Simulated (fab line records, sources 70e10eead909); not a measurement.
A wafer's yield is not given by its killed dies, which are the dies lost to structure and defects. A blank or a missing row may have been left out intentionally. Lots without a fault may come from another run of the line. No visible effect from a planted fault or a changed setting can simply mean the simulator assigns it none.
fab line records    flow nand_harc
record: lots: 24  wafers: 72  last_day: 24
route steps=1159 shown P_M2@350 P_BONDPAD@364 A_CHANNEL_FILL_D1@493
lots that met no fault: from a run of the same line without faults
start_h: start of the lot's first displayed wafer, in hours after the record's first day    wait_h: hours since the lot's step before    " the same as in the row above    L1.1+2: several wafers, shown together as one row    - either no value or no given start    * or withheld: withheld    < > ~ a bound
route shown NAME@n: NAME is a module with steps in the file, n the number in the route of the first one    usual: mean/standard deviation of fault-free wafers    same: alike in all rows    chamber/n: place in a boat    sites: readings site by site    _std_site: standard deviation of those values    _edge_site: the outer-site mean with the inner-site mean subtracted    radius_mm: for every site, how far away it sits from the centre of the wafer    mask NAME#n: copy n    behind: the most recent tool/chamber to have shaped the wafer    hold: the reason the lot was held/the length of the hold in hours/how it ended    device: names the non-switching transistor (n, p or np)    end of line: the same wafers' tests at the end of the route    step lacking rows: just its recipe    killed: not the wafer's yield, but the dies lost to structure and defects at the first sort    map: dies across one wafer; x = killed, . = not, _ = none there
set.NAME: the run value of the setting; set.NAME@STEP: its run value at that earlier step    model.NAME: the simulator's own value behind a step, which no gauge read
the route's steps for a sample of lots (tables are steps, rows are wafers)
services: when a tool's chamber went out of use (start_h, in hours from the record's first day, below 0 if earlier), for how many hours, and the reason
== steps ==
step: NHARC_P_M2_DEP_33
recipe: target_thk_a: 300  temp_c: 370  target_thk_nm: 30  pressure_torr: 3  flow_sccm: 200  rf_w: 450  material: SiCN
usual: heater_power_w: 585/75  showerhead_vpp_V: 1309/71
lot.wafer  tool      chamber  start_h  wait_h  heater_power_w  showerhead_vpp_V
L074.1     pecvd-02  0        137.37   0.1     509             1264
L074.2     "         1        "        "       672             1272
L074.5     "         0        "        "       520             1262
L075.1     pecvd-04  0        138.80   0.1     566             1289
L075.5     "         1        "        "       725             1245
L075.4     "         2        "        "       683             1320
L076.1     pecvd-02  1        141.63   0.1     696             1282
L076.6     "         2        "        "       587             1392
L076.4     "         0        "        "       541             1258
L077.2     pecvd-01  1        142.97   0.1     664             1361
L077.4     "         2        "        "       546             1173
L077.6     "         1        "        "       661             1340
L078.3     pecvd-01  1        150.79   0.1     612             1364
L078.1     "         2        "        "       594             1187
L078.5     "         1        "        "       645             1343
L080.3     pecvd-01  1        162.18   0.1     625             1356
L080.4     "         1        "        "       613             1352
L080.5     "         2        "        "       606             1215
L079.2     pecvd-01  2        165.57   0.1     523             1200
L079.6     "         0        "        "       543             1367
L079.5     "         2        "        "       518             1213
L082.1     pecvd-04  2        172.79   0.1     666             1346
L082.5     "         0        "        "       599             1317
L082.6     "         1        "        "       662             1262
L081.2     pecvd-04  1        173.52   0.1     710             1273
L081.5     "         1        "        "       709             1249
L081.6     "         2        "        "       624             1362
L083.1     pecvd-04  2        186.66   0.1     638             1321
L083.3     "         0        "        "       561             1301
L083.2     "         1        "        "       645             1270
L084.3     pecvd-01  2        188.20   0.1     556             1203
L084.1     "         1        "        "       694             1377
L084.4     "         0        "        "       498             1402
L088.3     pecvd-01  2        208.10   0.1     499             1201
L088.5     "         1        "        "       654             1378
L088.6     "         2        "        "       483             1190
L085.6     pecvd-02  1        208.85   0.2     711             1253
L085.5     "         2        "        "       497             1369
L085.4     "         0        "        "       556             1257
L086.3     pecvd-02  1        209.32   0.1     682             1267
L086.1     "         2        "        "       515             1356
L086.2     "         0        "        "       550             1273
L087.1     pecvd-02  0        224.65   0.1     493             1256
L087.6     "         0        "        "       503             1264
L087.4     "         1        "        "       688             1241
L089.3     pecvd-01  2        225.23   0.1     540             1188
L089.1     "         0        "        "       468             1405
L089.6     "         0        "        "       467             1391
L091.3     pecvd-01  1        225.83   0.1     634             1351
L091.1     "         2        "        "       567             1192
L091.5     "         1        "        "       615             1363
L090.5     pecvd-01  1        226.97   0.2     662             1344
L090.6     "         2        "        "       548             1211
L090.4     "         0        "        "       439             1417
L093.2     pecvd-01  1        233.89   0.1     687             1347
L093.1     "         2        "        "       572             1189
L093.6     "         0        "        "       519             1383
L092.2     pecvd-04  0        239.51   0.1     662             1295
L092.6     "         0        "        "       663             1312
L092.5     "         1        "        "       634             1244
L094.3     pecvd-01  0        262.22   0.1     472             1388
L094.4     "         0        "        "       480             1414
L094.6     "         1        "        "       587             1350
L095.1     pecvd-02  1        263.03   0.1     686             1266
L095.2     "         0        "        "       542             1268
L095.4     "         0        "        "       565             1272
L096.3     pecvd-01  0        263.39   0.1     478             1400
L096.2     "         1        "        "       704             1344
L096.4     "         0        "        "       490             1394
L097.1     pecvd-02  0        271.33   0.1     570             1271
L097.5     "         0        "        "       564             1251
L097.4     "         1        "        "       646             1280
step: NHARC_P_BONDPAD_CD_MEAS_09
recipe: target_cd_nm: 500  landing_energy_ev: 500
usual: cd_nm: 500.1/1.5
lot.wafer  tool       chamber  start_h  wait_h  cd_nm
L074.1     cd_sem-02  0        138.95   -       501.6
L074.2     "          0        "        "       501.0
L074.5     "          0        "        "       499.1
L075.1     cd_sem-02  0        140.36   -       498.3
L075.4     "          0        "        "       498.4
L075.5     "          0        "        "       499.0
L076.1     cd_sem-01  0        143.24   -       499.4
L076.4     "          0        "        "       498.6
L076.6     "          0        "        "       498.0
L077.2     cd_sem-01  0        144.38   -       499.3
L077.4     "          0        "        "       498.3
L077.6     "          0        "        "       500.4
L078.1     cd_sem-03  0        152.43   -       501.3
L078.3     "          0        "        "       500.1
L078.5     "          0        "        "       502.1
L080.3     cd_sem-03  0        163.82   -       501.3
L080.4     "          0        "        "       500.9
L080.5     "          0        "        "       500.8
L079.2     cd_sem-01  0        167.13   -       500.9
L079.5     "          0        "        "       500.9
L079.6     "          0        "        "       502.6
L082.1     cd_sem-01  0        174.41   -       499.2
L082.5     "          0        "        "       500.0
L082.6     "          0        "        "       501.3
L081.2     cd_sem-03  0        175.09   -       497.6
L081.5     "          0        "        "       500.3
L081.6     "          0        "        "       501.0
L083.1     cd_sem-02  0        188.30   -       498.3
L083.2     "          0        "        "       502.0
L083.3     "          0        "        "       502.5
L084.1     cd_sem-03  0        189.86   -       499.6
L084.3     "          0        "        "       500.0
L084.4     "          0        "        "       501.8
L088.3     cd_sem-01  0        209.68   -       500.5
L088.5     "          0        "        "       500.1
L088.6     "          0        "        "       501.8
L085.4     cd_sem-03  0        210.37   -       502.7
L085.5     "          0        "        "       502.7
L085.6     "          0        "        "       502.0
L086.1     cd_sem-03  0        210.96   -       499.9
L086.2     "          0        "        "       501.8
L086.3     "          0        "        "       501.2
L087.1     cd_sem-03  0        226.27   -       497.6
L087.4     "          0        "        "       498.1
L087.6     "          0        "        "       497.9
L089.1     cd_sem-01  0        226.88   -       501.3
L089.3     "          0        "        "       500.7
L089.6     "          0        "        "       499.9
L091.1     cd_sem-03  0        227.43   -       500.1
L091.3     "          0        "        "       500.4
L091.5     "          0        "        "       500.4
L090.4     cd_sem-02  0        228.49   -       498.3
L090.5     "          0        "        "       498.8
L090.6     "          0        "        "       499.7
L093.1     cd_sem-02  0        235.53   -       498.0
L093.2     "          0        "        "       499.4
L093.6     "          0        "        "       495.4
L092.2     cd_sem-01  0        241.13   -       500.8
L092.5     "          0        "        "       500.2
L092.6     "          0        "        "       499.5
L094.3     cd_sem-01  0        263.83   -       501.4
L094.4     "          0        "        "       501.8
L094.6     "          0        "        "       503.9
L095.1     cd_sem-02  0        264.87   -       500.2
L095.2     "          0        "        "       501.8
L095.4     "          0        "        "       500.1
L096.2     cd_sem-03  0        265.15   -       499.6
L096.3     "          0        "        "       498.5
L096.4     "          0        "        "       498.7
L097.1     cd_sem-02  0        272.83   -       500.1
L097.4     "          0        "        "       501.3
L097.5     "          0        "        "       500.7
step: NHARC_P_BONDPAD_OVL_MEAS_38
usual: overlay_x_nm: -1/7.6  overlay_y_nm: 0/6.8
lot.wafer  tool        chamber  start_h  wait_h  overlay_x_nm  overlay_y_nm
L074.1     overlay-01  -        139.04   -       13            -3
L074.2     "           -        "        "       14            -2
L074.5     "           -        "        "       13            -3
L075.1     overlay-02  -        140.45   -       -8            -2
L075.4     "           -        "        "       -8            -2
L075.5     "           -        "        "       -8            -2
L076.1     overlay-02  -        143.33   -       8             0
L076.4     "           -        "        "       8             0
L076.6     "           -        "        "       8             0
L077.2     overlay-01  -        144.46   -       -7            13
L077.4     "           -        "        "       -6            13
L077.6     "           -        "        "       -6            13
L078.1     overlay-02  -        152.52   -       1             -3
L078.3     "           -        "        "       2             -2
L078.5     "           -        "        "       2             -2
L080.3     overlay-02  -        163.90   -       -10           -14
L080.4     "           -        "        "       -10           -14
L080.5     "           -        "        "       -11           -14
L079.2     overlay-01  -        167.22   -       2             -1
L079.5     "           -        "        "       2             -1
L079.6     "           -        "        "       2             -1
L082.1     overlay-01  -        174.50   -       -2            -7
L082.5     "           -        "        "       -2            -6
L082.6     "           -        "        "       -2            -6
L081.2     overlay-02  -        175.18   -       12            12
L081.5     "           -        "        "       12            11
L081.6     "           -        "        "       12            12
L083.1     overlay-01  -        188.39   -       -2            -7
L083.2     "           -        "        "       -2            -7
L083.3     "           -        "        "       -2            -7
L084.1     overlay-01  -        189.95   -       9             -6
L084.3     "           -        "        "       10            -6
L084.4     "           -        "        "       9             -6
L088.3     overlay-01  -        209.77   -       -4            -12
L088.5     "           -        "        "       -4            -11
L088.6     "           -        "        "       -5            -11
L085.4     overlay-02  -        210.45   -       1             0
L085.5     "           -        "        "       1             1
L085.6     "           -        "        "       1             1
L086.1     overlay-02  -        211.05   -       -11           9
L086.2     "           -        "        "       -11           9
L086.3     "           -        "        "       -11           9
L087.1     overlay-02  -        226.36   -       -14           2
L087.4     "           -        "        "       -14           1
L087.6     "           -        "        "       -14           1
L089.1     overlay-02  -        226.97   -       -12           -8
L089.3     "           -        "        "       -13           -9
L089.6     "           -        "        "       -12           -9
L091.1     overlay-01  -        227.52   -       4             9
L091.3     "           -        "        "       4             8
L091.5     "           -        "        "       4             8
L090.4     overlay-02  -        228.58   -       -3            0
L090.5     "           -        "        "       -3            1
L090.6     "           -        "        "       -2            1
L093.1     overlay-01  -        235.62   -       5             0
L093.2     "           -        "        "       5             1
L093.6     "           -        "        "       5             1
L092.2     overlay-02  -        241.22   -       4             10
L092.5     "           -        "        "       4             10
L092.6     "           -        "        "       4             10
L094.3     overlay-02  -        263.91   -       -11           -3
L094.4     "           -        "        "       -11           -2
L094.6     "           -        "        "       -11           -3
L095.1     overlay-02  -        264.96   -       4             3
L095.2     "           -        "        "       4             3
L095.4     "           -        "        "       4             2
L096.2     overlay-01  -        265.24   -       -3            0
L096.3     "           -        "        "       -3            0
L096.4     "           -        "        "       -3            0
L097.1     overlay-02  -        272.92   -       2             -1
L097.4     "           -        "        "       2             -1
L097.5     "           -        "        "       2             -1
step: NHARC_P_BONDPAD_PVD_27
recipe: target_thk_a: 300  chamber_pressure_pa: 5  power_w: 5000  substrate_temp_c: 30  time_s: 20.49  material: Cu
usual: cathode_dc_power_W: 5000.0/0.91  throttle_valve_pct: 30.2/0.95
lot.wafer  tool            chamber  start_h  wait_h  cathode_dc_power_W  throttle_valve_pct
L074.2     pvd_sputter-02  -        -        -       4999.3              30.3
L074.1     "               -        "        "       5001.6              30.5
L074.5     "               -        "        "       5000.3              31.1
L075.1     pvd_sputter-02  -        -        -       4999.6              30.6
L075.4     "               -        "        "       4999.8              28.0
L075.5     "               -        "        "       5000.2              28.1
L076.4     pvd_sputter-03  -        -        -       5000.2              30.4
L076.1     "               -        "        "       4998.5              29.4
L076.6     "               -        "        "       5000.5              30.0
L077.2     pvd_sputter-01  -        -        -       4999.2              31.0
L077.4     "               -        "        "       5000.2              30.9
L077.6     "               -        "        "       5001.4              31.6
L078.3     pvd_sputter-01  -        -        -       5000.0              29.9
L078.1     "               -        "        "       5000.0              30.7
L078.5     "               -        "        "       5000.0              31.5
L080.4     pvd_sputter-03  -        -        -       4999.7              29.6
L080.3     "               -        "        "       4999.7              29.1
L080.5     "               -        "        "       5000.1              30.8
L079.2     pvd_sputter-02  -        -        -       4999.9              30.4
L079.6     "               -        "        "       4999.6              30.2
L079.5     "               -        "        "       4998.6              27.8
L082.1     pvd_sputter-02  -        -        -       5001.0              30.2
L082.5     "               -        "        "       4998.4              30.0
L082.6     "               -        "        "       5001.3              28.3
L081.2     pvd_sputter-02  -        -        -       5000.0              30.2
L081.5     "               -        "        "       4999.5              28.1
L081.6     "               -        "        "       5000.2              30.3
L083.3     pvd_sputter-03  -        -        -       4999.7              29.0
L083.1     "               -        "        "       4999.1              30.5
L083.2     "               -        "        "       5000.5              30.1
L084.4     pvd_sputter-03  -        -        -       4998.9              30.8
L084.1     "               -        "        "       4999.8              30.3
L084.3     "               -        "        "       5001.2              29.4
L088.3     pvd_sputter-02  -        -        -       5000.5              28.1
L088.6     "               -        "        "       5001.3              30.8
L088.5     "               -        "        "       5000.3              30.1
L085.4     pvd_sputter-01  -        -        -       5001.4              30.6
L085.6     "               -        "        "       4999.8              29.3
L085.5     "               -        "        "       5000.3              31.7
L086.3     pvd_sputter-02  -        -        -       5000.0              31.3
L086.2     "               -        "        "       5000.6              30.3
L086.1     "               -        "        "       4999.4              27.9
L087.1     pvd_sputter-02  -        -        -       5001.3              30.7
L087.4     "               -        "        "       4999.5              30.5
L087.6     "               -        "        "       5000.7              30.5
L089.1     pvd_sputter-03  -        -        -       5000.3              30.9
L089.3     "               -        "        "       4999.6              29.5
L089.6     "               -        "        "       4998.5              30.5
L091.1     pvd_sputter-01  -        -        -       4997.5              30.1
L091.3     "               -        "        "       5001.6              29.5
L091.5     "               -        "        "       4999.7              30.9
L090.4     pvd_sputter-03  -        -        -       5000.0              30.6
L090.5     "               -        "        "       5001.4              30.8
L090.6     "               -        "        "       5001.6              30.3
L093.2     pvd_sputter-01  -        -        -       4999.1              30.7
L093.1     "               -        "        "       5000.0              31.7
L093.6     "               -        "        "       5000.9              30.9
L092.2     pvd_sputter-01  -        -        -       5000.2              31.6
L092.6     "               -        "        "       4999.0              31.9
L092.5     "               -        "        "       5000.8              30.9
L094.4     pvd_sputter-02  -        -        -       4999.5              30.3
L094.3     "               -        "        "       4999.3              30.5
L094.6     "               -        "        "       5000.5              28.2
L095.4     pvd_sputter-01  -        -        -       5000.5              30.3
L095.2     "               -        "        "       4998.7              29.3
L095.1     "               -        "        "       5001.5              31.4
L096.2     pvd_sputter-03  -        -        -       5000.8              30.8
L096.3     "               -        "        "       5000.1              30.6
L096.4     "               -        "        "       5000.5              29.1
L097.4     pvd_sputter-01  -        -        -       5001.6              31.5
L097.1     "               -        "        "       4999.9              30.3
L097.5     "               -        "        "       5000.1              31.3
step: NHARC_P_BONDPAD_THK_MEAS_20
recipe: thk_meas_gauge: xrf
usual: thk_nm: 161.0/1.3
lot.wafer  tool           chamber  start_h  wait_h  thk_nm
L074.1     film_metro-02  -        141.56   -       162.9
L074.2     "              -        "        "       161.7
L074.5     "              -        "        "       162.6
L075.1     film_metro-01  -        142.98   -       160.1
L075.4     "              -        "        "       159.0
L075.5     "              -        "        "       160.9
L076.1     film_metro-02  -        145.85   -       159.7
L076.4     "              -        "        "       161.2
L076.6     "              -        "        "       161.0
L077.2     film_metro-02  -        146.93   -       163.7
L077.4     "              -        "        "       162.7
L077.6     "              -        "        "       160.1
L078.1     film_metro-01  -        155.34   -       161.4
L078.3     "              -        "        "       163.7
L078.5     "              -        "        "       161.7
L080.3     film_metro-01  -        166.45   -       159.9
L080.4     "              -        "        "       162.0
L080.5     "              -        "        "       161.7
L079.2     film_metro-01  -        169.73   -       161.6
L079.5     "              -        "        "       160.8
L079.6     "              -        "        "       162.7
L082.1     film_metro-01  -        176.99   -       161.0
L082.5     "              -        "        "       161.8
L082.6     "              -        "        "       160.1
L081.2     film_metro-01  -        177.66   -       160.9
L081.5     "              -        "        "       160.1
L081.6     "              -        "        "       161.3
L083.1     film_metro-02  -        190.89   -       161.8
L083.2     "              -        "        "       161.6
L083.3     "              -        "        "       160.6
L084.1     film_metro-01  -        192.62   -       161.7
L084.3     "              -        "        "       158.2
L084.4     "              -        "        "       162.4
L088.3     film_metro-01  -        212.28   -       160.2
L088.5     "              -        "        "       160.5
L088.6     "              -        "        "       160.6
L085.4     film_metro-01  -        212.93   -       162.0
L085.5     "              -        "        "       161.5
L085.6     "              -        "        "       164.2
L086.1     film_metro-01  -        213.52   -       158.2
L086.2     "              -        "        "       161.5
L086.3     "              -        "        "       159.3
L087.1     film_metro-01  -        228.86   -       160.4
L087.4     "              -        "        "       161.6
L087.6     "              -        "        "       159.9
L089.1     film_metro-01  -        229.60   -       159.3
L089.3     "              -        "        "       159.7
L089.6     "              -        "        "       162.1
L091.1     film_metro-01  -        230.19   -       162.7
L091.3     "              -        "        "       160.3
L091.5     "              -        "        "       162.3
L090.4     film_metro-02  -        231.11   -       160.8
L090.5     "              -        "        "       161.2
L090.6     "              -        "        "       161.2
L093.1     film_metro-01  -        238.08   -       158.7
L093.2     "              -        "        "       160.0
L093.6     "              -        "        "       159.0
L092.2     film_metro-01  -        243.92   -       161.6
L092.5     "              -        "        "       159.5
L092.6     "              -        "        "       160.9
L094.3     film_metro-01  -        266.41   -       163.0
L094.4     "              -        "        "       162.6
L094.6     "              -        "        "       161.8
L095.1     film_metro-02  -        267.47   -       162.5
L095.2     "              -        "        "       160.0
L095.4     "              -        "        "       160.8
L096.2     film_metro-02  -        267.72   -       161.5
L096.3     "              -        "        "       159.3
L096.4     "              -        "        "       160.7
L097.1     film_metro-02  -        275.70   -       159.7
L097.4     "              -        "        "       158.9
L097.5     "              -        "        "       163.3
step: NHARC_A_CHANNEL_FILL_D1_ALD_03
recipe: target_thk_a: 60  pulse_time_s: 60  ald_cycles: 58  temp_c: 630  pressure_torr: 2  material: SiNx
usual: precursor_pulse_height_rel: 0.999/0.02
same: pulse_time_s: 60
lot.wafer  tool              chamber  start_h  wait_h  precursor_pulse_height_rel
L074.1     ald_sin_batch-03  0        -        -       0.995
L074.2     "                 0        "        "       0.993
L074.5     "                 0        "        "       1.043
L075.1     ald_sin_batch-03  0        -        -       0.977
L075.4     "                 0        "        "       1.009
L075.5     "                 0        "        "       0.971
L076.1     ald_sin_batch-02  0        -        -       1.000
L076.4     "                 0        "        "       0.985
L076.6     "                 0        "        "       1.047
L077.2     ald_sin_batch-02  0        -        -       1.007
L077.4     "                 0        "        "       0.980
L077.6     "                 0        "        "       1.006
L078.1     ald_sin_batch-03  0        -        -       0.995
L078.3     "                 0        "        "       0.999
L078.5     "                 0        "        "       1.010
L079.2     ald_sin_batch-01  0        -        -       0.965
L079.5     "                 0        "        "       1.015
L079.6     "                 0        "        "       1.000
L080.3     ald_sin_batch-01  0        -        -       1.022
L080.4     "                 0        "        "       0.993
L080.5     "                 0        "        "       1.008
L081.2     ald_sin_batch-03  0        -        -       0.986
L081.5     "                 0        "        "       0.994
L081.6     "                 0        "        "       0.961
L082.1     ald_sin_batch-03  0        -        -       0.989
L082.5     "                 0        "        "       0.994
L082.6     "                 0        "        "       1.006
L083.1     ald_sin_batch-02  0        -        -       1.009
L083.2     "                 0        "        "       1.026
L083.3     "                 0        "        "       1.020
L084.1     ald_sin_batch-02  0        -        -       1.022
L084.3     "                 0        "        "       0.988
L084.4     "                 0        "        "       1.020
L085.4     ald_sin_batch-01  0        -        -       1.005
L085.5     "                 0        "        "       1.027
L085.6     "                 0        "        "       0.990
L086.1     ald_sin_batch-01  0        -        -       1.007
L086.2     "                 0        "        "       1.007
L086.3     "                 0        "        "       0.990
L088.3     ald_sin_batch-02  0        -        -       0.978
L088.5     "                 0        "        "       1.006
L088.6     "                 0        "        "       0.975
L087.1     ald_sin_batch-02  0        -        -       0.993
L087.4     "                 0        "        "       0.985
L087.6     "                 0        "        "       0.987
L090.4     ald_sin_batch-02  0        -        -       0.981
L090.5     "                 0        "        "       1.014
L090.6     "                 0        "        "       1.046
L089.1     ald_sin_batch-03  0        -        -       1.007
L089.3     "                 0        "        "       1.007
L089.6     "                 0        "        "       1.000
L091.1     ald_sin_batch-03  0        -        -       1.004
L091.3     "                 0        "        "       0.960
L091.5     "                 0        "        "       0.993
L093.1     ald_sin_batch-02  0        -        -       1.003
L093.2     "                 0        "        "       1.013
L093.6     "                 0        "        "       1.024
L092.2     ald_sin_batch-03  0        -        -       0.989
L092.5     "                 0        "        "       1.022
L092.6     "                 0        "        "       0.977
L095.1     ald_sin_batch-01  0        -        -       1.045
L095.2     "                 0        "        "       0.988
L095.4     "                 0        "        "       1.003
L096.2     ald_sin_batch-01  0        -        -       1.001
L096.3     "                 0        "        "       1.022
L096.4     "                 0        "        "       0.992
L094.3     ald_sin_batch-02  0        -        -       1.010
L094.4     "                 0        "        "       0.993
L094.6     "                 0        "        "       1.029
L097.1     ald_sin_batch-02  0        -        -       0.989
L097.4     "                 0        "        "       1.027
L097.5     "                 0        "        "       0.987
== services ==
tool              chamber  start_h  hours  kind
pecvd-04          -        113.62   0.2    repair
pecvd-01          -        128.15   14.2   repair
pecvd-02          -        153.17   13.0   pm
pecvd-02          0        153.17   13.0   vent_cycle
ald_sin_batch-03  -        158.18   2.5    repair
pecvd-01          -        169.57   7.0    repair
pvd_sputter-01    -        171.28   10.0   pm
pvd_sputter-03    -        183.89   4.5    repair
pecvd-04          -        205.99   13.0   pm
pvd_sputter-02    -        213.63   2.5    repair
pvd_sputter-02    -        216.17   10.0   pm
pecvd-01          -        237.24   13.0   pm
pecvd-01          0        237.24   13.0   vent_cycle
pecvd-01          1        237.24   13.0   vent_cycle
pecvd-01          2        237.24   13.0   vent_cycle
pvd_sputter-03    -        237.51   0.7    repair
pecvd-01          0        250.24   -      clean
pecvd-01          1        250.24   -      clean
pecvd-01          2        250.24   -      clean
pvd_sputter-01    -        264.67   0.5    repair
pecvd-04          0        275.17   5.0    repair
pvd_sputter-03    -        280.00   10.0   pm
pvd_sputter-02    -        289.10   0.5    repair
ald_sin_batch-03  -        314.00   26.0   pm
== key ==
fault none
